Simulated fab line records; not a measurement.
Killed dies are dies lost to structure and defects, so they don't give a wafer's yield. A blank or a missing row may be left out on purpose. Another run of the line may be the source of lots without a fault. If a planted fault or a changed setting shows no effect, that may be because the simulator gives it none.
Struck lot and sound lot, side by side	flow nand harc	14 out of 1159 route steps
Sound: these wafers, L870.3, L870.5, L870.6. Struck: wafers L864.2, L864.3, L864.4. Last of all comes the cause.
Order at every step that has rows: each side's tool, ch and its chambers, its first start. Under that, the readings that differ: sound wafers	struck wafers	difference of the means	sigmas: that difference in standard deviations of wafers without a fault.
alike: readings whose means differ by less than 2 such deviations, and words and numbers that are the same on both sides. not compared: withheld readings, readings that some wafer has no value for, bounds like >300 that may hide the same value, and numbers for which the record gives no deviation and whose values overlap.
Wherever a step has rows on one side only, a row that says differs or no value, or a row with sigmas, the two part there. When numbers do not overlap yet have no deviation, they are printed without sigmas and do not part them. Lack of a reading on every wafer of one side parts them only where that side has two or more wafers.

first, 1 step without rows for these wafers: NHARC_A_ONON_D1_DEP_19 (target thk 1000 nm).
NHARC_A_ONON_D1_THK_MEAS_21: measures by ellipsometry.
  sound on film metro-01 at day 11 08:24; struck on film metro-01 at day 9 15:35
  alike: thk nm
then, no rows for these wafers at 1 step: NHARC_A_ONON_D1_DEP_22 (target thk 1000 nm).
NHARC_A_ONON_D1_THK_MEAS_24: measures by ellipsometry.
  sound on film metro-01 at day 11 08:58; struck on film metro-01 at day 9 16:10
reading	sound	struck	difference	sigmas
thk nm (nm)	996 997 996	1028 1029 1029	+32	+3
then, no rows for these wafers at 1 step: NHARC_A_ONON_D1_DEP_25 (target thk 1000 nm).
NHARC_A_ONON_D1_THK_MEAS_27: measures by ellipsometry.
  sound on film metro-01 at day 11 09:32; struck on film metro-01 at day 9 16:44
  alike: thk nm
then, no rows for these wafers at 1 step: NHARC_A_ONON_D1_DEP_28 (target thk 1000 nm).
NHARC_A_ONON_D1_THK_MEAS_30: measures by ellipsometry.
  sound on film metro-01 at day 11 10:06; struck on film metro-01 at day 9 17:19
  alike: thk nm
NHARC_A_ONON_D1_DEP_33: deposits SiO2, target thk 200 nm.
  sound on pecvd-03 ch 0,1,2, day 11 10:10; struck on pecvd-01 ch 1,2, day 9 17:26
  alike: flow sccm, heater power w, rf fwd power W, throttle valve pct
NHARC_A_ONON_D1_THK_MEAS_34: measures by ellipsometry.
  sound on film metro-01 at day 11 10:34; struck on film metro-01 at day 9 17:48
  alike: thk nm
NHARC_A_ONON_D1_INSPECT_32:
  sound on defect inspect-02 at day 11 10:38; struck on defect inspect-01 at day 9 17:52
  alike: raw defect count
NHARC_A_CHANNEL_HOLE_D1_DEP_00: deposits aC, target thk 3100 nm.
  sound on acl dep-02 ch 0, day 11 13:14; struck on acl dep-02 ch 0, day 9 20:30
  alike: throttle valve pct
NHARC_A_CHANNEL_HOLE_D1_DEP_01: deposits SiON, target thk 140 nm.
  sound on pecvd-01 ch 0,1, day 11 14:32; struck on pecvd-04 ch 0,1, day 9 22:17
  alike: heater power w, rf fwd power W
-- the record jumps here: 12 days lie between the struck wafers' starts before and after (it left off in module A_CHANNEL_HOLE_D1 and takes up again in module END, whose first step shown is number 1159 of the route) --
NHARC_END_SORT_01:
  here the record holds rows for the struck wafers (prober-01 ch 0, day 22 01:14) but none for the sound ones

WHERE THEY PART
At NHARC_A_ONON_D1_THK_MEAS_24 first; at NHARC_END_SORT_01 last (within this record only).

WHY: what had been put in by the simulator
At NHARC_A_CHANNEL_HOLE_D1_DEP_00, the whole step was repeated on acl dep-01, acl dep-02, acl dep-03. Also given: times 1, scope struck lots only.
